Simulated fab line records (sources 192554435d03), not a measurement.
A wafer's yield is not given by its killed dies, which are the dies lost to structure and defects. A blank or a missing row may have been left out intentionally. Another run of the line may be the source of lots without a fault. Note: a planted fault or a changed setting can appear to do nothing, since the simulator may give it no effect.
2 desks looking at one fault -- flow n5-finfet -- each desk has only its own numbers; what lay behind them comes last

== AT THE TOOL OWNER'S DESK: pecvd-03 ==
The tool's own readings at N5_BEOL_M4_ILD_DEP_00 (deposits SiOC from DEMS/O2, target thk 79 nm, time 15.3 s): means of the sampled wafers that have a number, for each lot that ran on this tool. Marked OUT: a lot whose mean sits more than 4 standard deviations from the usual mean, which makes it out of limits; the brackets give that distance.
Columns: A = heater-power-w at N5_BEOL_M4_ILD_DEP_00, usual 488 W; B = showerhead-plenum-p-Torr at N5_BEOL_M4_ILD_DEP_00, usual 5.691 Torr; C = showerhead-vpp-V at N5_BEOL_M4_ILD_DEP_00, usual 1432 V; D = throttle-valve-pct at N5_BEOL_M4_ILD_DEP_00, usual 12.0 %
lot,first seen here,A,B,C,D
L104,day 7 23:18,463,5.684,1412,12.9
L105,day 8 12:14,424,5.695,1387,12.0
L107,day 9 00:17,392,5.704,1365,11.4
L109,day 9 13:17,420,5.693,1384,12.2
L118,day 11 18:52,383,5.695,1400,12.6
Result from this desk: across the 5 lots, nothing is out of limits.

== FROM THE METROLOGY DESK ==
Lot by lot, what the gauges showed, no matter which tool ran the lot: averages of those sampled wafers that carry a number. Marked OUT: a lot whose mean sits more than 4 standard deviations from the usual mean, which makes it out of limits; the brackets give that distance. Shown are 7 of the 13 readings it has, namely the first that went out of limits plus those furthest out on some lot.
Columns: A = M4_ILD_THK at N5_BEOL_M4_THK_MEAS_01, usual 79.1 nm; B = CHAIN_V3 at N5_BEOL_M4_RC_MEAS_101, usual 228 ohm/link; C = CHAIN_V3_max_site at N5_BEOL_M4_RC_MEAS_101, usual 237 ohm/link; D = IOFF_P at N5_BEOL_M4_RC_MEAS_101, usual 0.21 nA/um; E = ION_N at N5_BEOL_M4_RC_MEAS_101, usual 675 uA/um; F = ION_P at N5_BEOL_M4_RC_MEAS_101, usual 464 uA/um; G = VT_P at N5_BEOL_M4_RC_MEAS_101, usual -250 mV
lot,first seen here,A,B,C,D,E,F,G
L101,day 7 05:09,79.8,228,235,0.20,661,460,-252
L104,day 7 23:22,79.4,219,226,0.22,664,460,-247
L105,day 8 12:18,79.5,231,239,0.20,679,467,-250
L107,day 9 00:21,79.6,223,233,0.21,673,463,-250
L109,day 9 13:21,79.7,231,241,0.22,669,464,-249
L110,day 9 18:01,77.4,222,230,0.24,676,470,-246
L114,day 10 23:53,78.3,219,225,0.21,671,465,-251
L118,day 11 18:56,87.8 (+8.7) OUT,228,237,0.19,671,458,-254
L123,day 12 16:17,78.8,232,239,0.31,684,478,-242
L124,day 13 17:41,78.9,246,253,0.23,683,470,-247
This desk's result: L118 out of limits, first on L118 (M4_ILD_THK at N5_BEOL_M4_THK_MEAS_01), day 11 18:56. L101, L104, L105, L107, L109, L110, L114, L123, L124 stayed within limits.

== PUT TOGETHER ==
Metrology desk: alarm possible at day 11 18:56 on L118.
Nothing out of limits was seen by the tool owner's desk.
On record at the tool owner's desk: L118, within its limits.
Of the lots named, all ran N5_BEOL_M4_ILD_DEP_00 on pecvd-03.

== WHAT THE SIMULATOR PUT IN ==
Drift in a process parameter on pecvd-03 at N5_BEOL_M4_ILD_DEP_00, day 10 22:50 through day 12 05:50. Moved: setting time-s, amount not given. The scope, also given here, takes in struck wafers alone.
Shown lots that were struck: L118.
Time in hours between the start of the fault and the first out-of-limits reading at each desk: metrology desk, 20.
